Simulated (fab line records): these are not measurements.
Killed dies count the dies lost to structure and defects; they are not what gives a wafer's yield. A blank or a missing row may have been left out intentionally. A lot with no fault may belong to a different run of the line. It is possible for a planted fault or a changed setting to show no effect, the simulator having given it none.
fab line records || flow nandHarc
[record] {"lots": 5, "wafers": 14, "lastDay": 32}
route steps=1302 shown THIN_TSV@1283 END@1302
lots untouched by any fault: they come from a run of this same line in which no faults occurred
startH: hours from the record's first day to the start of the lot's first wafer shown || waitH: time in hours since the lot's previous step || " the same as in the row above || L1.1+2: a row that stands for several wafers || - either no value or no given start || * or withheld: withheld || < > ~ a bound
route shown NAME@n: NAME is a module with steps in the file, n the number in the route of the first one || usual: mean/standard deviation of fault-free wafers || same: alike in all rows || chamber/n: place in a boat || sites: each site's reading || _std_site: standard deviation across them || _edge_site: the outer-site mean with the inner-site mean subtracted || radiusMm: for every site, how far away it sits from the centre of the wafer || mask NAME#n: copy n || behind: the tool/chamber that last shaped the wafer || hold: the reason the lot was held/the length of the hold in hours/how it ended || device: transistor that didn't switch, given as n, p or np || end of line: the same wafers' tests at the end of the route || where a step has no rows: the recipe by itself || killed: dies that structure and defects cost at the first sort, which is not the same as the wafer's yield || map: the dies of a wafer, with x for killed, . for not killed, _ for no die there
set.NAME: setting as actually run; set.NAME@STEP: the setting as run at that earlier step || model.NAME: the simulator's own value behind a step, which no gauge read
a table for each step, a row for each wafer; lots at some steps of the route
services: the hour from which a tool's chamber was out of use, counted from the record's first day as startH (under 0 if before that day), plus the number of hours and why
[[steps]]
[step NHARC_THIN_TSV_DEHYDRATE_25]
[recipe] {"tempC": 150, "timeS": 120}
[step NHARC_THIN_TSV_HMDS_26]
[recipe] {"timeS": 30}
[step NHARC_THIN_TSV_COAT_27]
[recipe] {"spinRpm": "*"}
[step NHARC_THIN_TSV_SOFTBAKE_28]
[recipe] {"tempC": 122, "timeS": 95}
[step NHARC_THIN_TSV_EBR_29]
[step NHARC_THIN_TSV_EXPOSE_30]
[recipe] {"na": 0.55, "doseMj": 11.47, "maskId": "PAD"}
[step NHARC_THIN_TSV_PEB_31]
[recipe] {"pebTempC": 118, "pebTimeS": 85}
[step NHARC_THIN_TSV_DEVELOP_32]
[recipe] {"timeS": 70}
[step NHARC_THIN_TSV_CD_MEAS_33]
[recipe] {"targetCdNm": 5000, "landingEnergyEv": 500}
[usual] {"cdNm": "5000.3/2.5"}
{"lot.wafer": "L740.3", "tool": "cdSem-01", "chamber": 0, "startH": 554.98, "waitH": "-", "cdNm": 4996.7}
{"lot.wafer": "L740.4", "tool": "cdSem-01", "chamber": 0, "startH": 554.98, "waitH": "-", "cdNm": 4999.8}
{"lot.wafer": "L740.5", "tool": "cdSem-01", "chamber": 0, "startH": 554.98, "waitH": "-", "cdNm": 5002.6}
{"lot.wafer": "L744.1", "tool": "cdSem-01", "chamber": 0, "startH": 617.17, "waitH": "-", "cdNm": 4999.3}
{"lot.wafer": "L744.3", "tool": "cdSem-01", "chamber": 0, "startH": 617.17, "waitH": "-", "cdNm": 4997.6}
{"lot.wafer": "L744.6", "tool": "cdSem-01", "chamber": 0, "startH": 617.17, "waitH": "-", "cdNm": 5001.6}
{"lot.wafer": "L754.1", "tool": "cdSem-02", "chamber": 0, "startH": 700.17, "waitH": "-", "cdNm": 5002.3}
{"lot.wafer": "L754.3", "tool": "cdSem-02", "chamber": 0, "startH": 700.17, "waitH": "-", "cdNm": 5002.2}
{"lot.wafer": "L754.4", "tool": "cdSem-02", "chamber": 0, "startH": 700.17, "waitH": "-", "cdNm": 5002.0}
{"lot.wafer": "L757.4", "tool": "cdSem-03", "chamber": 0, "startH": 729.56, "waitH": "-", "cdNm": 5002.7}
{"lot.wafer": "L757.6", "tool": "cdSem-03", "chamber": 0, "startH": 729.56, "waitH": "-", "cdNm": 5004.3}
{"lot.wafer": "L760.3", "tool": "cdSem-02", "chamber": 0, "startH": 752.87, "waitH": "-", "cdNm": 5001.3}
{"lot.wafer": "L760.5", "tool": "cdSem-02", "chamber": 0, "startH": 752.87, "waitH": "-", "cdNm": 4999.3}
{"lot.wafer": "L760.6", "tool": "cdSem-02", "chamber": 0, "startH": 752.87, "waitH": "-", "cdNm": 4997.5}
[step NHARC_THIN_TSV_HARDBAKE_34]
[recipe] {"tempC": 125, "timeS": 80}
[step NHARC_THIN_TSV_DESCUM_35]
[recipe] {"timeS": 3, "o2FlowSccm": 200, "arFlowSccm": 0, "biasPowerW": 0, "chemistry": "O2"}
[usual] {"drypumpMotorCurrentA": "5.5/0.36", "oesProductAu": "0.999/0.015", "rfVppV": "57.8/0.93", "showerheadPlenumPTorr": "1.93/0.09", "throttleValvePct": "11.311/0.0096"}
{"lot.wafer": "L740.4", "tool": "rieDiel-12", "chamber": 3, "startH": 555.15, "waitH": "-", "drypumpMotorCurrentA": 5.5, "oesProductAu": 1.009, "rfHoursCounterH": 6.3, "rfVppV": 57.8, "showerheadPlenumPTorr": 1.81, "throttleValvePct": 11.292}
{"lot.wafer": "L740.3", "tool": "rieDiel-12", "chamber": 1, "startH": 555.15, "waitH": "-", "drypumpMotorCurrentA": 5.4, "oesProductAu": 0.996, "rfHoursCounterH": 5.8, "rfVppV": 58.8, "showerheadPlenumPTorr": 1.84, "throttleValvePct": 11.298}
{"lot.wafer": "L740.5", "tool": "rieDiel-12", "chamber": 2, "startH": 555.15, "waitH": "-", "drypumpMotorCurrentA": 5.3, "oesProductAu": 0.986, "rfHoursCounterH": "-", "rfVppV": 57.2, "showerheadPlenumPTorr": 1.89, "throttleValvePct": 11.304}
{"lot.wafer": "L744.3", "tool": "rieDiel-05", "chamber": 3, "startH": 617.35, "waitH": "-", "drypumpMotorCurrentA": 5.3, "oesProductAu": 1.014, "rfHoursCounterH": 1.2, "rfVppV": 58.2, "showerheadPlenumPTorr": 1.89, "throttleValvePct": 11.316}
{"lot.wafer": "L744.1", "tool": "rieDiel-05", "chamber": 0, "startH": 617.35, "waitH": "-", "drypumpMotorCurrentA": 6.2, "oesProductAu": 0.990, "rfHoursCounterH": 1.3, "rfVppV": 58.5, "showerheadPlenumPTorr": 2.00, "throttleValvePct": 11.308}
{"lot.wafer": "L744.6", "tool": "rieDiel-05", "chamber": 3, "startH": 617.35, "waitH": "-", "drypumpMotorCurrentA": 5.3, "oesProductAu": 1.020, "rfHoursCounterH": "-", "rfVppV": 57.1, "showerheadPlenumPTorr": 1.89, "throttleValvePct": 11.317}
{"lot.wafer": "L754.4", "tool": "rieDiel-12", "chamber": 0, "startH": 700.33, "waitH": "-", "drypumpMotorCurrentA": 5.3, "oesProductAu": 1.020, "rfHoursCounterH": 5.1, "rfVppV": 58.2, "showerheadPlenumPTorr": 1.78, "throttleValvePct": 11.298}
{"lot.wafer": "L754.3", "tool": "rieDiel-12", "chamber": 1, "startH": 700.33, "waitH": "-", "drypumpMotorCurrentA": 5.3, "oesProductAu": 0.976, "rfHoursCounterH": 4.3, "rfVppV": 57.3, "showerheadPlenumPTorr": 1.84, "throttleValvePct": 11.324}
{"lot.wafer": "L754.1", "tool": "rieDiel-12", "chamber": 3, "startH": 700.33, "waitH": "-", "drypumpMotorCurrentA": 5.5, "oesProductAu": 1.002, "rfHoursCounterH": 5.2, "rfVppV": 58.3, "showerheadPlenumPTorr": 1.81, "throttleValvePct": 11.320}
{"lot.wafer": "L757.4", "tool": "rieDiel-12", "chamber": 3, "startH": 729.73, "waitH": "-", "drypumpMotorCurrentA": 5.5, "oesProductAu": 1.020, "rfHoursCounterH": 6.7, "rfVppV": 59.4, "showerheadPlenumPTorr": 1.81, "throttleValvePct": 11.315}
{"lot.wafer": "L757.6", "tool": "rieDiel-12", "chamber": 3, "startH": 729.73, "waitH": "-", "drypumpMotorCurrentA": 5.5, "oesProductAu": 1.021, "rfHoursCounterH": "-", "rfVppV": 58.7, "showerheadPlenumPTorr": 1.81, "throttleValvePct": 11.318}
{"lot.wafer": "L760.3", "tool": "rieDiel-05", "chamber": 3, "startH": 753.05, "waitH": "-", "drypumpMotorCurrentA": 5.3, "oesProductAu": 1.002, "rfHoursCounterH": 8.1, "rfVppV": 57.0, "showerheadPlenumPTorr": 1.89, "throttleValvePct": 11.312}
{"lot.wafer": "L760.6", "tool": "rieDiel-05", "chamber": 1, "startH": 753.05, "waitH": "-", "drypumpMotorCurrentA": 5.3, "oesProductAu": 0.989, "rfHoursCounterH": "-", "rfVppV": 58.6, "showerheadPlenumPTorr": 2.03, "throttleValvePct": 11.293}
{"lot.wafer": "L760.5", "tool": "rieDiel-05", "chamber": 2, "startH": 753.05, "waitH": "-", "drypumpMotorCurrentA": 5.2, "oesProductAu": 0.988, "rfHoursCounterH": "-", "rfVppV": 58.4, "showerheadPlenumPTorr": 2.03, "throttleValvePct": 11.303}
[step NHARC_THIN_TSV_ETCH_59]
[recipe] {"targetDepthA": 8800, "icpW": 900, "biasW": 100, "Cl2_flow_sccm": 60, "bcl3FlowSccm": 30, "timeS": 138.1, "chemistry": "Cl2/BCl3"}
[usual] {"drypumpMotorCurrentA": "5.7/0.66", "oesProductAu": "1.000/0.014", "rfFwdPowerW": "895/3", "throttleValvePct": "22.264/0.0085"}
{"lot.wafer": "L740.3", "tool": "rieMetal-02", "chamber": 0, "startH": 555.33, "waitH": 0.1, "drypumpMotorCurrentA": 5.4, "oesProductAu": 1.006, "rfFwdPowerW": 899, "rfHoursCounterH": "-", "throttleValvePct": 22.264}
{"lot.wafer": "L740.4", "tool": "rieMetal-02", "chamber": 1, "startH": 555.33, "waitH": 0.1, "drypumpMotorCurrentA": 6.7, "oesProductAu": 0.992, "rfFwdPowerW": 894, "rfHoursCounterH": "-", "throttleValvePct": 22.258}
{"lot.wafer": "L740.5", "tool": "rieMetal-02", "chamber": 0, "startH": 555.33, "waitH": 0.1, "drypumpMotorCurrentA": 5.4, "oesProductAu": 0.999, "rfFwdPowerW": 899, "rfHoursCounterH": "-", "throttleValvePct": 22.264}
{"lot.wafer": "L744.1", "tool": "rieMetal-01", "chamber": 1, "startH": 617.46, "waitH": 0.1, "drypumpMotorCurrentA": 4.8, "oesProductAu": 1.023, "rfFwdPowerW": 887, "rfHoursCounterH": 0.5, "throttleValvePct": 22.262}
{"lot.wafer": "L744.3", "tool": "rieMetal-01", "chamber": 0, "startH": 617.46, "waitH": 0.1, "drypumpMotorCurrentA": 5.6, "oesProductAu": 0.987, "rfFwdPowerW": 895, "rfHoursCounterH": "-", "throttleValvePct": 22.273}
{"lot.wafer": "L744.6", "tool": "rieMetal-01", "chamber": 0, "startH": 617.46, "waitH": 0.1, "drypumpMotorCurrentA": 5.6, "oesProductAu": 0.997, "rfFwdPowerW": 898, "rfHoursCounterH": "-", "throttleValvePct": 22.275}
{"lot.wafer": "L754.1", "tool": "rieMetal-02", "chamber": 0, "startH": 700.46, "waitH": 0.1, "drypumpMotorCurrentA": 5.4, "oesProductAu": 0.997, "rfFwdPowerW": 892, "rfHoursCounterH": 0.7, "throttleValvePct": 22.256}
{"lot.wafer": "L754.4", "tool": "rieMetal-02", "chamber": 0, "startH": 700.46, "waitH": 0.1, "drypumpMotorCurrentA": 5.4, "oesProductAu": 1.005, "rfFwdPowerW": 891, "rfHoursCounterH": "-", "throttleValvePct": 22.253}
{"lot.wafer": "L754.3", "tool": "rieMetal-02", "chamber": 1, "startH": 700.46, "waitH": 0.1, "drypumpMotorCurrentA": 6.7, "oesProductAu": 0.984, "rfFwdPowerW": 897, "rfHoursCounterH": "-", "throttleValvePct": 22.254}
{"lot.wafer": "L757.4", "tool": "rieMetal-01", "chamber": 1, "startH": 729.95, "waitH": 0.2, "drypumpMotorCurrentA": 4.8, "oesProductAu": 1.019, "rfFwdPowerW": 893, "rfHoursCounterH": "-", "throttleValvePct": 22.267}
{"lot.wafer": "L757.6", "tool": "rieMetal-01", "chamber": 0, "startH": 729.95, "waitH": 0.2, "drypumpMotorCurrentA": 5.6, "oesProductAu": 0.978, "rfFwdPowerW": 893, "rfHoursCounterH": "-", "throttleValvePct": 22.244}
{"lot.wafer": "L760.3", "tool": "rieMetal-03", "chamber": 0, "startH": 753.26, "waitH": 0.2, "drypumpMotorCurrentA": 6.4, "oesProductAu": 0.989, "rfFwdPowerW": 895, "rfHoursCounterH": "-", "throttleValvePct": 22.268}
{"lot.wafer": "L760.5", "tool": "rieMetal-03", "chamber": 1, "startH": 753.26, "waitH": 0.2, "drypumpMotorCurrentA": 5.8, "oesProductAu": 0.990, "rfFwdPowerW": 895, "rfHoursCounterH": "-", "throttleValvePct": 22.268}
{"lot.wafer": "L760.6", "tool": "rieMetal-03", "chamber": 0, "startH": 753.26, "waitH": 0.2, "drypumpMotorCurrentA": 6.4, "oesProductAu": 0.987, "rfFwdPowerW": 893, "rfHoursCounterH": "-", "throttleValvePct": 22.279}
[step NHARC_THIN_TSV_ETCH_36]
[recipe] {"targetDepthA": 650, "overEtchFrac": 0.3, "timeS": 18.571, "ionEnergyEv": 150, "chemistry": "Cl2/BCl3"}
[usual] {"drypumpMotorCurrentA": "5.7/0.66", "oesProductAu": "0.999/0.015", "overEtchFrac": "0.3/0"}
{"lot.wafer": "L740.3", "tool": "rieMetal-02", "chamber": 0, "startH": 555.53, "waitH": 0.2, "drypumpMotorCurrentA": 5.4, "oesProductAu": 1.012, "overEtchFrac": 0.3, "rfHoursCounterH": "-"}
{"lot.wafer": "L740.4", "tool": "rieMetal-02", "chamber": 1, "startH": 555.53, "waitH": 0.2, "drypumpMotorCurrentA": 6.8, "oesProductAu": 0.987, "overEtchFrac": 0.3, "rfHoursCounterH": "-"}
{"lot.wafer": "L740.5", "tool": "rieMetal-02", "chamber": 0, "startH": 555.53, "waitH": 0.2, "drypumpMotorCurrentA": 5.4, "oesProductAu": 1.013, "overEtchFrac": 0.3, "rfHoursCounterH": "-"}
{"lot.wafer": "L744.1", "tool": "rieMetal-01", "chamber": 0, "startH": 617.72, "waitH": 0.2, "drypumpMotorCurrentA": 5.6, "oesProductAu": 1.005, "overEtchFrac": 0.3, "rfHoursCounterH": 0.7}
{"lot.wafer": "L744.3", "tool": "rieMetal-01", "chamber": 1, "startH": 617.72, "waitH": 0.2, "drypumpMotorCurrentA": 4.8, "oesProductAu": 1.026, "overEtchFrac": 0.3, "rfHoursCounterH": "-"}
{"lot.wafer": "L744.6", "tool": "rieMetal-01", "chamber": 0, "startH": 617.72, "waitH": 0.2, "drypumpMotorCurrentA": 5.6, "oesProductAu": 0.991, "overEtchFrac": 0.3, "rfHoursCounterH": "-"}
{"lot.wafer": "L754.1", "tool": "rieMetal-02", "chamber": 0, "startH": 700.72, "waitH": 0.2, "drypumpMotorCurrentA": 5.4, "oesProductAu": 1.006, "overEtchFrac": 0.3, "rfHoursCounterH": 0.8}
{"lot.wafer": "L754.3", "tool": "rieMetal-02", "chamber": 1, "startH": 700.72, "waitH": 0.2, "drypumpMotorCurrentA": 6.8, "oesProductAu": 0.984, "overEtchFrac": 0.3, "rfHoursCounterH": "-"}
{"lot.wafer": "L754.4", "tool": "rieMetal-02", "chamber": 0, "startH": 700.72, "waitH": 0.2, "drypumpMotorCurrentA": 5.4, "oesProductAu": 0.999, "overEtchFrac": 0.3, "rfHoursCounterH": "-"}
{"lot.wafer": "L757.4", "tool": "rieMetal-01", "chamber": 1, "startH": 730.11, "waitH": 0.1, "drypumpMotorCurrentA": 4.8, "oesProductAu": 1.021, "overEtchFrac": 0.2186, "rfHoursCounterH": "-"}
{"lot.wafer": "L757.6", "tool": "rieMetal-01", "chamber": 0, "startH": 730.11, "waitH": 0.1, "drypumpMotorCurrentA": 5.6, "oesProductAu": 0.981, "overEtchFrac": 0.3, "rfHoursCounterH": "-"}
{"lot.wafer": "L760.3", "tool": "rieMetal-03", "chamber": 1, "startH": 753.43, "waitH": 0.1, "drypumpMotorCurrentA": 5.8, "oesProductAu": 0.993, "overEtchFrac": 0.3, "rfHoursCounterH": "-"}
{"lot.wafer": "L760.6", "tool": "rieMetal-03", "chamber": 0, "startH": 753.43, "waitH": 0.1, "drypumpMotorCurrentA": 6.4, "oesProductAu": 0.994, "overEtchFrac": 0.3, "rfHoursCounterH": "-"}
{"lot.wafer": "L760.5", "tool": "rieMetal-03", "chamber": 1, "startH": 753.43, "waitH": 0.1, "drypumpMotorCurrentA": 5.8, "oesProductAu": 0.983, "overEtchFrac": 0.3, "rfHoursCounterH": "-"}
[step NHARC_THIN_TSV_STRIP_56]
[recipe] {"powerW": 1500, "tempC": 250, "chemistry": "O2"}
[usual] {"drypumpMotorCurrentA": "5.4/0.42", "heaterPowerW": "349/40", "tempC": "250.01/0.18"}
{"lot.wafer": "L740.4", "tool": "plasmaAsher-02", "chamber": 1, "startH": 555.71, "waitH": 0.2, "drypumpMotorCurrentA": 5.8, "heaterPowerW": 394, "rfHoursCounterH": "-", "tempC": 249.69}
{"lot.wafer": "L740.3", "tool": "plasmaAsher-02", "chamber": 0, "startH": 555.71, "waitH": 0.2, "drypumpMotorCurrentA": 5.1, "heaterPowerW": 305, "rfHoursCounterH": "-", "tempC": 250.11}
{"lot.wafer": "L740.5", "tool": "plasmaAsher-02", "chamber": 0, "startH": 555.71, "waitH": 0.2, "drypumpMotorCurrentA": 5.0, "heaterPowerW": 316, "rfHoursCounterH": "-", "tempC": 250.01}
{"lot.wafer": "L744.1", "tool": "plasmaAsher-02", "chamber": 0, "startH": 617.86, "waitH": 0.1, "drypumpMotorCurrentA": 5.1, "heaterPowerW": 319, "rfHoursCounterH": 25, "tempC": 249.87}
{"lot.wafer": "L744.3", "tool": "plasmaAsher-02", "chamber": 0, "startH": 617.86, "waitH": 0.1, "drypumpMotorCurrentA": 5.1, "heaterPowerW": 309, "rfHoursCounterH": "-", "tempC": 249.74}
{"lot.wafer": "L744.6", "tool": "plasmaAsher-02", "chamber": 0, "startH": 617.86, "waitH": 0.1, "drypumpMotorCurrentA": 5.1, "heaterPowerW": 307, "rfHoursCounterH": "-", "tempC": 250.33}
{"lot.wafer": "L754.1", "tool": "plasmaAsher-02", "chamber": 1, "startH": 701.07, "waitH": 0.3, "drypumpMotorCurrentA": 5.8, "heaterPowerW": 424, "rfHoursCounterH": 6, "tempC": 250.00}
{"lot.wafer": "L754.4", "tool": "plasmaAsher-02", "chamber": 1, "startH": 701.07, "waitH": 0.3, "drypumpMotorCurrentA": 5.8, "heaterPowerW": 417, "rfHoursCounterH": "-", "tempC": 249.61}
{"lot.wafer": "L754.3", "tool": "plasmaAsher-02", "chamber": 0, "startH": 701.07, "waitH": 0.3, "drypumpMotorCurrentA": 5.0, "heaterPowerW": 296, "rfHoursCounterH": "-", "tempC": 250.01}
{"lot.wafer": "L757.4", "tool": "plasmaAsher-02", "chamber": 0, "startH": 730.29, "waitH": 0.2, "drypumpMotorCurrentA": 5.1, "heaterPowerW": 305, "rfHoursCounterH": "-", "tempC": 250.29}
{"lot.wafer": "L757.6", "tool": "plasmaAsher-02", "chamber": 0, "startH": 730.29, "waitH": 0.2, "drypumpMotorCurrentA": 5.1, "heaterPowerW": 304, "rfHoursCounterH": "-", "tempC": 249.94}
{"lot.wafer": "L760.3", "tool": "plasmaAsher-02", "chamber": 1, "startH": 753.65, "waitH": 0.2, "drypumpMotorCurrentA": 5.8, "heaterPowerW": 401, "rfHoursCounterH": "-", "tempC": 250.22}
{"lot.wafer": "L760.6", "tool": "plasmaAsher-02", "chamber": 0, "startH": 753.65, "waitH": 0.2, "drypumpMotorCurrentA": 5.1, "heaterPowerW": 305, "rfHoursCounterH": "-", "tempC": 249.92}
{"lot.wafer": "L760.5", "tool": "plasmaAsher-02", "chamber": 1, "startH": 753.65, "waitH": 0.2, "drypumpMotorCurrentA": 5.8, "heaterPowerW": 413, "rfHoursCounterH": "-", "tempC": 250.14}
[step NHARC_END_SORT_01]
[recipe] {"tempC": 25}
[usual] {"defectLimitedYield": "90/3.8", "killedAtArray": "61/26", "killedAtOther": "0.8/1.1", "killedAtPeriphery": "4.0/2.6", "killedDies": "66/26", "killedOpen": "3.1/1.7", "killedShort": "2.5/1.5"}
[same] {"grossDies": 677}
{"lot.wafer": "L744.1", "tool": "prober-02", "chamber": 0, "startH": 626.17, "waitH": 2.5, "defectLimitedYield[%]": 94, "killedAtArray": 38, "killedAtOther": 0, "killedAtPeriphery": 2, "killedDies": 40, "killedOpen": 3, "killedShort": 3}
{"lot.wafer": "L744.3", "tool": "prober-02", "chamber": 0, "startH": 627.78, "waitH": 3.1, "defectLimitedYield[%]": 93, "killedAtArray": 42, "killedAtOther": 0, "killedAtPeriphery": 3, "killedDies": 45, "killedOpen": 5, "killedShort": 1}
{"lot.wafer": "L744.6", "tool": "prober-02", "chamber": 0, "startH": 630.19, "waitH": 4.0, "defectLimitedYield[%]": 93, "killedAtArray": 48, "killedAtOther": 0, "killedAtPeriphery": 0, "killedDies": 48, "killedOpen": 2, "killedShort": 6}
{"lot.wafer": "L757.6", "tool": "prober-01", "chamber": 0, "startH": 742.68, "waitH": 4.1, "defectLimitedYield[%]": 91, "killedAtArray": 53, "killedAtOther": 0, "killedAtPeriphery": 10, "killedDies": 63, "killedOpen": 8, "killedShort": 0}
// killed by level:class
L744.1 A_CHANNEL_HOLE_D2:chamberFilmFlake=28 A_SGD_CUT:geometricParticle:short=2 A_CHANNEL_HOLE_D1:chamberFilmFlake=2 A_CONTACT:chamberFilmFlake=2 P_M1:geometricParticle:open=1 A_CHANNEL_HOLE_D1:geometricParticle:open=1 A_WL_FILL:geometricParticle:open=1 A_CONTACT:geometricParticle:short=1
L744.3 A_CHANNEL_HOLE_D2:chamberFilmFlake=33 A_CHANNEL_HOLE_D1:chamberFilmFlake=3 P_CONTACT:geometricParticle:open=2 A_CONTACT:chamberFilmFlake=2 P_M0:geometricParticle:open=1 A_CHANNEL_FILL_D1:geometricParticle:open=1 A_CONTACT:geometricParticle:short=1 A_CONTACT:geometricParticle:open=1
L744.6 A_CHANNEL_HOLE_D2:chamberFilmFlake=25 A_CONTACT:chamberFilmFlake=6 A_CHANNEL_HOLE_D1:chamberFilmFlake=5 A_ONON_D1:geometricParticle:open=1 A_CHANNEL_HOLE_D1:geometricParticle:short=1 A_CHANNEL_FILL_D1:geometricParticle:short=1 A_ONON_D2:geometricParticle:short=1 A_ONON_D2:geometricParticle:open=1
L757.6 A_CHANNEL_HOLE_D2:chamberFilmFlake=23 A_CHANNEL_HOLE_D1:chamberFilmFlake=10 A_CONTACT:chamberFilmFlake=8 P_CONTACT:chamberFilmFlake=7 A_SLIT:chamberFilmFlake=4 A_ONON_D1:geometricParticle:open=3 A_M1:geometricParticle:open=2 P_CONTACT:geometricParticle:open=1
[[services]]
{"tool": "rieDiel-12", "chamber": 2, "startH": 546.67, "hours": 2.7, "kind": "repair"}
{"tool": "rieMetal-01", "chamber": "-", "startH": 575.00, "hours": 9.0, "kind": "pm"}
{"tool": "rieMetal-01", "chamber": 0, "startH": 575.00, "hours": 9.0, "kind": "ventCycle"}
{"tool": "rieMetal-01", "chamber": 1, "startH": 575.00, "hours": 9.0, "kind": "ventCycle"}
{"tool": "rieDiel-05", "chamber": "-", "startH": 583.60, "hours": 9.0, "kind": "pm"}
{"tool": "plasmaAsher-02", "chamber": "-", "startH": 593.06, "hours": 2.5, "kind": "repair"}
{"tool": "rieDiel-12", "chamber": "-", "startH": 622.40, "hours": 9.0, "kind": "pm"}
{"tool": "rieMetal-02", "chamber": "-", "startH": 635.81, "hours": 9.0, "kind": "pm"}
{"tool": "rieMetal-02", "chamber": 0, "startH": 635.81, "hours": 9.0, "kind": "ventCycle"}
{"tool": "rieMetal-02", "chamber": 1, "startH": 635.81, "hours": 9.0, "kind": "ventCycle"}
{"tool": "rieMetal-02", "chamber": 0, "startH": 644.81, "hours": "-", "kind": "clean"}
{"tool": "rieMetal-02", "chamber": 1, "startH": 644.81, "hours": "-", "kind": "clean"}
{"tool": "rieDiel-12", "chamber": "-", "startH": 646.87, "hours": 0.3, "kind": "repair"}
{"tool": "rieDiel-12", "chamber": 2, "startH": 656.59, "hours": 1.2, "kind": "repair"}
{"tool": "plasmaAsher-02", "chamber": "-", "startH": 675.83, "hours": 9.0, "kind": "pm"}
{"tool": "plasmaAsher-02", "chamber": 0, "startH": 675.83, "hours": 9.0, "kind": "ventCycle"}
{"tool": "plasmaAsher-02", "chamber": 1, "startH": 675.83, "hours": 9.0, "kind": "ventCycle"}
{"tool": "plasmaAsher-02", "chamber": 0, "startH": 684.83, "hours": "-", "kind": "clean"}
{"tool": "plasmaAsher-02", "chamber": 1, "startH": 684.83, "hours": "-", "kind": "clean"}
{"tool": "rieMetal-03", "chamber": "-", "startH": 696.00, "hours": 9.0, "kind": "pm"}
{"tool": "plasmaAsher-02", "chamber": "-", "startH": 738.86, "hours": 0.7, "kind": "repair"}
{"tool": "plasmaAsher-02", "chamber": "-", "startH": 744.08, "hours": 3.5, "kind": "repair"}
{"tool": "rieMetal-03", "chamber": "-", "startH": 748.85, "hours": 0.3, "kind": "repair"}
{"tool": "rieMetal-01", "chamber": "-", "startH": 752.00, "hours": 9.0, "kind": "pm"}
[[key]]
[firstSign] {"step": "NHARC_THIN_TSV_ETCH_36", "reading": "overEtchFrac", "direction": "down", "sigmas": "99+", "usual": 0.3, "struck": 0.2186}
effect none on later readings
metAt NHARC_THIN_TSV_ETCH_36
struckWafers L757.4
onsetBetween 617.72 730.11
[fault] {"kind": "processParameterDrift", "tool": "rieMetal-01", "chamber": "-", "onsetH": 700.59, "steps": "NHARC_THIN_TSV_ETCH_36", "channel": "overEtchFrac", "offset": -0.081397, "shape": "step", "endH": 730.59, "scope": "struckWafersOnly", "stated": 0.3}
